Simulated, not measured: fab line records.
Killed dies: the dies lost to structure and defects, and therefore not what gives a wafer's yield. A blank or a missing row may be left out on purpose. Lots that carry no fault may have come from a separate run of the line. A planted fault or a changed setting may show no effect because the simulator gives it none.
Matching of chambers ; flow n5 finfet ; N5_SD_EPI_P_ETCH_47 on rie diel-02: 4 sister chambers
The step etches SiOCN in CH3F/O2, target depth 25 nm. 8 wafers are shown with their chamber, then 9 later ones without.

WAFERS WITH THEIR CHAMBER
wafer;chamber;showerhead plenum p Torr (Torr);drypump motor current A (A)
L077.3;1;2.08;5.7
L082.1;3;1.92;6.5
L082.4;0;2.01;6.6
L085.1;0;2.01;6.5
L085.6;2;1.99;5.8
L087.2;3;1.92;6.5
L087.3;2;1.98;5.8
L087.4;1;2.07;5.7

WAFERS WITHOUT THEIR CHAMBER
wafer;showerhead plenum p Torr (Torr);drypump motor current A (A)
L092.1;1.98;5.8
L092.2;2.07;5.7
L092.3;1.92;6.6
L094.2;1.98;5.9
L094.3;1.92;6.5
L094.4;2.00;6.6
L096.2;2.07;5.7
L096.3;2.00;6.5
L096.5;1.98;5.8

WHICH CHAMBER EACH ONE RAN IN
wafer;from the rows above;in truth
L092.1;2;2
L092.2;1;1
L092.3;3;3
L094.2;2;2
L094.3;3;3
L094.4;0;0
L096.2;1;1
L096.3;0;0
L096.5;2;2
Placed correctly: 9 of 9. Number that these rows cannot place: 0. Wrongly placed: 0.
How it was worked out, from the rows above alone: a wafer's distance from a chamber is the root of the sum, over the readings, of the square of ((its reading less the chamber's mean) divided by the reading's scatter). If the next closest chamber is less than 2 further off than the closest, the wafer can't be placed; otherwise it belongs to the closest. For every chamber, the mean is computed from those of its wafers that are shown. How the scatter is found: for the shown wafers, subtract from each reading the mean of its chamber, square and add these, divide the total by (wafers less chambers), then take the root.
